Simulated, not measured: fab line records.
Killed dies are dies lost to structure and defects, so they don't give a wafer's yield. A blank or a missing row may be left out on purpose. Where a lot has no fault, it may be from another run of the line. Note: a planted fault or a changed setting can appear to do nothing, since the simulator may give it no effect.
Chamber matching ; flow n5_finfet ; N5_BEOL_M4_DEP_57 on pecvd-04 has 3 sister chambers
The step deposits SiCN from 3MS/NH3, target thk 8 nm, time 14 s. 3 wafers are shown with their chamber, then 11 later ones without.

WAFERS, EACH WITH ITS CHAMBER
wafer;chamber;showerhead_plenum_p_Torr (Torr)
L084.1;2;3.632
L085.6;1;3.662
L086.1;0;3.673

WAFERS MISSING THEIR CHAMBER
wafer;showerhead_plenum_p_Torr (Torr)
L086.2;3.634
L086.4;3.660
L087.1;3.667
L087.5;3.660
L087.6;3.622
L088.1;3.627
L088.4;3.663
L088.5;3.676
L097.1;3.636
L097.2;3.677
L097.3;3.665

THE CHAMBER EACH PASSED THROUGH
wafer;from the rows above;in truth
L086.2;2;2
L086.4;1;1
L087.1;can't be placed: 1 or 0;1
L087.5;1;1
L087.6;2;2
L088.1;2;2
L088.4;1;1
L088.5;0;0
L097.1;2;2
L097.2;0;0
L097.3;can't be placed: 1 or 0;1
9 of 11 placed correctly. Unplaceable from these rows: 2, with the true chamber sitting among the candidates in 2. Wrongly placed: 0.
How it was worked out, from the rows above alone: a wafer's distance from a chamber is the root of the sum, over the readings, of the square of ((its reading less the chamber's mean) divided by the reading's scatter). The wafer belongs to the nearest chamber; if the next one is less than 2 further off, it can't be placed. The mean given for a chamber averages the wafers shown for that chamber. The scatter: with one shown wafer a chamber, the root of the mean of the squares of how far each hidden wafer lies from its nearest shown one.
